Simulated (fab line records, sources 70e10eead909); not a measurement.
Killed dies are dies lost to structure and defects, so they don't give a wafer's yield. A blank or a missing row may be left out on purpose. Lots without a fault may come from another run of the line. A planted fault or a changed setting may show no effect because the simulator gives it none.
A struck lot beside a sound one | flow nand_harc | 41 steps out of a route of 1159
Sound: wafers L368.1, L368.5, L368.6. Struck: wafers L380.2, L380.5. (L380.1 of the same lot was not struck and is left out.) The cause comes at the end.
At each step with rows: each side's tool, then ch and its chambers, then its first start. Under that, the readings that differ: sound wafers | struck wafers | difference of the means | sigmas: that difference in standard deviations of wafers without a fault.
alike: readings whose means differ by less than 2 such deviations, and words and numbers that are the same on both sides. not compared: withheld readings, readings that some wafer has no value for, bounds like >300 that may hide the same value, and numbers for which the record gives no deviation and whose values overlap.
The two part at a step that has a row with sigmas, a row that says differs or no value, or rows on one side only. Numbers that don't overlap but have no deviation are shown without sigmas and don't part them. A reading that every wafer of one side lacks parts them only if that side has two wafers or more.

first, 7 steps without rows for these wafers: NHARC_A_M1_COAT_34 (time 65 s); NHARC_A_M1_COAT_03 (resist thk 90 nm); NHARC_A_M1_SOFTBAKE_04 (time 55 s); NHARC_A_M1_EBR_05; NHARC_A_M1_EXPOSE_06 (exposes mask A M1, target cd 120 nm); NHARC_A_M1_PEB_07 (peb time 65 s); NHARC_A_M1_DEVELOP_08 (develop time 35 s).
NHARC_A_M1_CD_MEAS_09: target cd 120 nm.
  sound on cd_sem-02 ch 0, day 17 22:26; struck on cd_sem-01 ch 0, day 21 07:00
  alike: cd_nm
NHARC_A_M1_OVL_MEAS_10: pitch 240 nm.
  sound on overlay-02, day 17 22:32; struck on overlay-01, day 21 07:05
  alike: overlay_x_nm, overlay_y_nm
NHARC_A_M1_INSPECT_11:
  sound on defect_inspect-01, day 17 22:34; struck on defect_inspect-01, day 21 07:07
  alike: raw_defect_count
then, 2 steps without rows for these wafers: NHARC_A_M1_DESCUM_14 (chemistry O2, time 3 s); NHARC_A_M1_ETCH_35 (etches the open film in N2/H2, target depth 40 nm, overetch 12 nm, time 43.94 s).
NHARC_A_M1_ETCH_15: etches the open film in C4F8/Ar, target depth 182.5 nm, time 91.2 s.
  sound on rie_diel-04 ch 1,3, day 17 22:50; struck on rie_diel-13 ch 0, day 21 07:22
  reading      | sound             | struck      | difference | sigmas
  rf_vpp_V (V) | 444.3 439.3 444.2 | 436.7 435.6 | -6.5       | -2
  alike: oes_product_au
  not compared: rf_hours_counter_h
NHARC_A_M1_CD_MEAS_16:
  sound on cd_sem-03, day 17 22:59; struck on cd_sem-01, day 21 07:29
  alike: cd_nm
NHARC_A_M1_STRIP_18: strips in N2/H2.
  sound on rie_diel-08 ch 0,2, day 17 23:07; struck on rie_diel-04 ch 1,2, day 21 07:37
  alike: drypump_motor_current_A, oes_product_au, rf_vpp_V, showerhead_plenum_p_Torr, throttle_valve_pct
  not compared: rf_hours_counter_h
NHARC_A_M1_ETCH_28: etches the open film in CF4/N2, target depth 30 nm, time 72.99 s.
  sound on rie_diel-08 ch 0,2,3; struck on rie_diel-04 ch 1
  alike: drypump_motor_current_A, oes_product_au, rf_vpp_V, showerhead_plenum_p_Torr, throttle_valve_pct
  not compared: rf_hours_counter_h
then, 2 steps without rows for these wafers: NHARC_A_M1_STRIP_19 (strips in post etch residue remover, time 600 s); NHARC_A_M1_DEGAS_29 (time 60 s).
NHARC_A_M1_PRE_CLEAN_30: time 30 s.
  sound on pvd_sputter-01; struck on pvd_sputter-01
  alike: heater_power_w
then, 3 steps without rows for these wafers: NHARC_A_M1_PVD_20 (deposits TaN, target thk 5 nm, time 8.06 s); NHARC_A_M1_PVD_21 (deposits Cu, target thk 30 nm, time 20.49 s); NHARC_A_M1_ECD_22 (material Cu, target thk 400 nm).
NHARC_A_M1_ANNEAL_31: time 90 s.
  sound on rtp_anneal-01 ch 0, day 18 00:34; struck on rtp_anneal-01 ch 0, day 21 08:56
  alike: anneal_temp_c, wafer_temp_C_max
NHARC_A_M1_CMP_23: polishes, t overpolish 20 s, target thk 154.34 nm.
  sound on cmp-04 ch 0,2,3, day 18 00:58; struck on cmp-01 ch 1, day 21 09:17
  alike: motor_current_A, time_to_endpoint_s
  not compared: pad_life_wafers
NHARC_A_M1_THK_MEAS_24: measures by xrf.
  sound on film_metro-02, day 18 01:14; struck on film_metro-01, day 21 09:36
  alike: thk_nm
then, 5 steps without rows for these wafers: NHARC_A_M1_SRD_25; NHARC_A_M1_PRE_CLEAN_32 (time 12 s); NHARC_A_M1_DEP_33 (deposits SiCN, target thk 30 nm); NHARC_A_BONDPAD_DEP_00 (deposits SiCN, target thk 250 nm); NHARC_A_BONDPAD_CMP_29 (polishes SiCN, target thk 200 nm).
NHARC_A_BONDPAD_THK_MEAS_30: measures by ellipsometry.
  sound on film_metro-02, day 18 02:53; struck on film_metro-01, day 21 11:16
  alike: thk_nm
then, 9 steps without rows for these wafers: NHARC_A_BONDPAD_SRD_31; NHARC_A_BONDPAD_DEHYDRATE_01 (time 120 s); NHARC_A_BONDPAD_HMDS_02 (time 30 s); NHARC_A_BONDPAD_COAT_33 (time 65 s); NHARC_A_BONDPAD_COAT_03 (resist thk 600 nm); NHARC_A_BONDPAD_SOFTBAKE_04 (time 70 s); NHARC_A_BONDPAD_EBR_05; NHARC_A_BONDPAD_EXPOSE_06 (exposes mask A BPAD); NHARC_A_BONDPAD_PEB_07 (peb time 80 s).
NHARC_END_SORT_01:
  sound on prober-02 ch 0, day 19 11:28; struck on prober-02 ch 0, day 22 21:17
  reading                  | sound          | struck    | difference | sigmas
  defect_limited_yield (%) | 93.8 95.1 93.9 | 80.8 81.5 | -13.1      | -7
  killed_at_array          | 38 29 39       | 125 124   | +89        | +8
  killed_dies              | 42 33 41       | 130 125   | +89        | +7
  sort_bin_2_pct (%)       | 1.6 1.6 1.9    | 7.7 8.6   | +6.5       | +9
  sort_bin_3_pct (%)       | 0.59 0.15 0.74 | 3.69 3.55 | +3.13      | +14
  sort_bin_4_pct (%)       | 4.0 3.1 3.4    | 7.8 6.4   | +3.6       | +3
  sort_n_pass              | 635 644 636    | 547 552   | -89        | -7
  sort_yield_pct (%)       | 93.8 95.1 93.9 | 80.8 81.5 | -13.1      | -7
  alike: killed_at_other, killed_at_periphery, killed_open, killed_short, sort_rim_yield_pct

WHERE THEY PART
First at NHARC_A_M1_ETCH_15; last, within this record, at NHARC_END_SORT_01.

WHY: what the simulator had put in
Chamber particle source: rie_diel-13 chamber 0, from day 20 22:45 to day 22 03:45, at NHARC_A_M1_ETCH_15. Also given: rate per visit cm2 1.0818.
